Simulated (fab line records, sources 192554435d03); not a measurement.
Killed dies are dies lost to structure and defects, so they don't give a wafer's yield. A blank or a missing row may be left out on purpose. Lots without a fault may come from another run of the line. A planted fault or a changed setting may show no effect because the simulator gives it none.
Chamber matching | flow n5_finfet | N5_BEOL_M14_VIA_ETCH_16 on rie_diel-01: 4 sister chambers
The step etches SiO2 in C4F8/O2/Ar, target depth 1231.3 nm. 8 wafers are shown with their chamber, then 6 later ones without.

WAFERS WITH THEIR CHAMBER
wafer  | chamber | drypump_motor_current_A (A) | rf_vpp_V (V)
L316.1 | 2       | 6.4                         | 2204
L320.1 | 3       | 5.3                         | 2261
L331.1 | 2       | 6.4                         | 2202
L331.3 | 3       | 5.3                         | 2258
L331.5 | 0       | 4.9                         | 2240
L332.3 | 1       | 5.0                         | 2227
L332.5 | 1       | 5.1                         | 2227
L332.6 | 0       | 4.9                         | 2243

WAFERS WITHOUT THEIR CHAMBER
wafer  | drypump_motor_current_A (A) | rf_vpp_V (V)
L336.1 | 5.2                         | 2259
L336.4 | 4.9                         | 2240
L336.5 | 5.2                         | 2260
L337.1 | 6.5                         | 2199
L337.2 | 5.2                         | 2259
L337.5 | 4.9                         | 2241

WHICH CHAMBER EACH WENT THROUGH
wafer  | from the rows above | in truth
L336.1 | 3                   | 3
L336.4 | 0                   | 0
L336.5 | 3                   | 3
L337.1 | 2                   | 2
L337.2 | 3                   | 3
L337.5 | 0                   | 0
Placed correctly: 6 of 6. Can't be placed from these rows: 0. Placed wrongly: 0.
How it was worked out, from the rows above alone: a wafer's distance from a chamber is the root of the sum, over the readings, of the square of ((its reading less the chamber's mean) divided by the reading's scatter). The wafer belongs to the nearest chamber; if the next one is less than 2 further off, it can't be placed. A chamber's mean is the mean of its shown wafers. The scatter: the root of (the sum of the squares of (reading less its chamber's mean) over the shown wafers, divided by (wafers less chambers)).
